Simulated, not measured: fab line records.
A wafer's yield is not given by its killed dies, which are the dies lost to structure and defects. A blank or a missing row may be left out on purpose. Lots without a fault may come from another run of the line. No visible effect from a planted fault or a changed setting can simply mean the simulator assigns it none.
Chamber matching    flow nand harc    rie diel-13 running NHARC_A_CHANNEL_FILL_D2_ETCHBACK_20: 4 sister chambers
The step etches the open film in C4F8/O2/Ar, target depth 27 nm, time 13.5 s. 8 wafers are shown with their chamber, then 9 later ones without.

## EACH WAFER AND ITS CHAMBER
wafer   chamber  rf vpp V (V)  oes product au (a.u.)
L083.1  0        970           0.978
L083.2  3        975           0.994
L083.4  1        970           0.989
L083.5  2        970           0.989
L083.6  1        971           0.997
L084.2  2        971           0.989
L084.3  3        975           0.988
L084.6  0        970           0.992

## WAFERS WITHOUT THEIR CHAMBER
wafer   rf vpp V (V)  oes product au (a.u.)
L087.3  970           1.000
L087.4  975           1.002
L087.5  971           0.998
L088.2  970           0.993
L088.4  976           0.984
L088.5  971           0.986
L097.4  975           0.987
L097.5  970           0.998
L097.6  975           0.998

## THE CHAMBER EACH PASSED THROUGH
wafer   from the rows above           in truth
L087.3  can't be placed: 1 or 2 or 0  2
L087.4  3                             3
L087.5  can't be placed: 1 or 2 or 0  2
L088.2  can't be placed: 1 or 2 or 0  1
L088.4  3                             3
L088.5  can't be placed: 2 or 1 or 0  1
L097.4  3                             3
L097.5  can't be placed: 1 or 2 or 0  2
L097.6  3                             3
Placed correctly: 4 of 9. From these rows, 5 cannot be placed; in 5 the true chamber is one of the candidates. Placed wrongly: 0.
How it was worked out, from the rows above alone: a wafer's distance from a chamber is the root of the sum, over the readings, of the square of ((its reading less the chamber's mean) divided by the reading's scatter). If the next closest chamber is less than 2 further off than the closest, the wafer can't be placed; otherwise it belongs to the closest. For every chamber, the mean is computed from those of its wafers that are shown. How the scatter is found: for the shown wafers, subtract from each reading the mean of its chamber, square and add these, divide the total by (wafers less chambers), then take the root.
